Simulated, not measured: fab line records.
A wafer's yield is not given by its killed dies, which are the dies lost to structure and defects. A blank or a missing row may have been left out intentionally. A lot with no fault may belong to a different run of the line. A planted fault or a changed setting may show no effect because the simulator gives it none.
Split-lot study + flow n5_finfet + on a route of 1938 steps: 7 lots, 21 wafers read

## ON THE SPLIT
At N5_BEOL_M8_ETCH_65 (etches SiARC in CF4, target depth 15.6 nm, time 26 s), the setting source_w was moved away from the recipe's 545 W on 4 of the 21 wafers read, by -16.1% to +8.8%. For the rest of the wafers, this setting stayed at what the recipe calls for.

The reading is taken at the split's own step.

## THE READING
rf_vpp_V, in V, at N5_BEOL_M8_ETCH_65 (etches SiARC in CF4, target depth 15.6 nm, time 26 s). Typical for fault-free wafers on this fab line: 184.4 V, with standard deviation 0.93 V.

| wafer  | tool, chamber at the split | source_w as run, W | against the recipe | rf_vpp_V, V | against lot-mates on the recipe |
|--------|----------------------------|--------------------|--------------------|-------------|---------------------------------|
| L076.1 | rie_diel-01, 3             | 545                | recipe             | 185.7       | -                               |
| L076.3 | rie_diel-01, 1             | 457                | -16.1%             | 196.1       | +10.4                           |
| L076.4 | rie_diel-01, 0             | 457                | -16.1%             | 197.3       | +11.6                           |
| L075.1 | rie_diel-01, 3             | 545                | recipe             | 182.5       | -                               |
| L075.3 | rie_diel-01, 0             | 576.8              | +5.8%              | 181.5       | -1.3                            |
| L075.5 | rie_diel-01, 3             | 545                | recipe             | 183.1       | -                               |
| L077.2 | rie_diel-06, 1             | 545                | recipe             | 185.8       | -                               |
| L077.3 | rie_diel-06, 2             | 545                | recipe             | 184.7       | -                               |
| L077.6 | rie_diel-06, 0             | 545                | recipe             | 185.6       | -                               |
| L080.1 | rie_diel-02, 3             | 545                | recipe             | 183.3       | -                               |
| L080.3 | rie_diel-02, 1             | 545                | recipe             | 184.0       | -                               |
| L080.4 | rie_diel-02, 0             | 545                | recipe             | 186.8       | -                               |
| L079.4 | rie_diel-01, 3             | 545                | recipe             | 183.5       | -                               |
| L079.5 | rie_diel-01, 1             | 593.1              | +8.8%              | 178.4       | -5.8                            |
| L079.6 | rie_diel-01, 2             | 545                | recipe             | 185.0       | -                               |
| L082.4 | rie_diel-01, 0             | 545                | recipe             | 185.3       | -                               |
| L082.5 | rie_diel-01, 1             | 545                | recipe             | 184.4       | -                               |
| L082.6 | rie_diel-01, 2             | 545                | recipe             | 184.3       | -                               |
| L088.2 | rie_diel-01, 2             | 545                | recipe             | 184.8       | -                               |
| L088.4 | rie_diel-01, 1             | 545                | recipe             | 184.6       | -                               |
| L088.5 | rie_diel-01, 3             | 545                | recipe             | 185.4       | -                               |

FIT RESULTS
A straight line over all 21 wafers: rf_vpp_V changes by -0.728 V for each +1% of source_w; r = -0.97; the points scatter about the line by 1.1 V.
The same after taking each lot's own level away (the mean of its wafers on the recipe; 21 wafers): -0.65 V for each +1%; r = -0.97; scatter 0.94 V.
Per that fit: largest source_w move, reading shift of 10 V.
Measured against the standard deviation above, the lots' own levels, which go from 182.80 to 185.70 V, span 3.1 times it.
Hence the slope depends on the lot-to-lot level, as the two fits are not the same.
Check: +10.8 V against its lot-mates is what the line predicts for one of the wafers moved furthest among these (-16.1%) when that wafer is left out of the fit. It came out at +10.4 V against them.
Tool readings at the split's step, against how far the setting was moved: etch_rf_on_time_s r = -0.91; rf_vpp_V r = -0.97.

## ADDITIONAL SPLITS CARRIED BY THESE WAFERS
Note: prior to the reading, these wafers also went through further splits. Each is held against what the fit with the lots' levels taken away leaves over:
| other split on the same wafers   | wafers away from the commonest value | r with rf_vpp_V (lot level and that fit taken away) |
|----------------------------------|--------------------------------------|-----------------------------------------------------|
| N5_BEOL_M0_SAQP_COAT_87 spin_rpm | 7                                    | +0.17                                               |
| N5_BEOL_M1_ETCH_64 source_w      | 10                                   | +0.35                                               |
| N5_BEOL_M4_PECVD_72 time_s       | 10                                   | +0.28                                               |
| N5_BEOL_M5_ILD_DEP_00 time_s     | 7                                    | -0.22                                               |
| N5_BEOL_M5_COAT_71 spin_rpm      | 8                                    | -0.10                                               |
| N5_BEOL_M6_ETCH_66 bias_w        | 6                                    | +0.02                                               |
| N5_BEOL_M7_ETCH_62 source_w      | 6                                    | -0.30                                               |

## THE WHOLE CHAIN: every reading that the file lists as answering this split, in the file's order
| step               | what it does                                         | reading           | change (the file's fit)              | r (the file's) |
|--------------------|------------------------------------------------------|-------------------|--------------------------------------|----------------|
| N5_BEOL_M8_ETCH_65 | etches SiARC in CF4, target depth 15.6 nm, time 26 s | etch_rf_on_time_s | withheld for each +1% of the setting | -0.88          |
| N5_BEOL_M8_ETCH_65 | etches SiARC in CF4, target depth 15.6 nm, time 26 s | rf_vpp_V          | -0.636 V for each +1% of the setting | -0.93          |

## FILE'S OWN FIT
rf_vpp_V changes by -0.636 V for each +1% of source_w, r = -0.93.
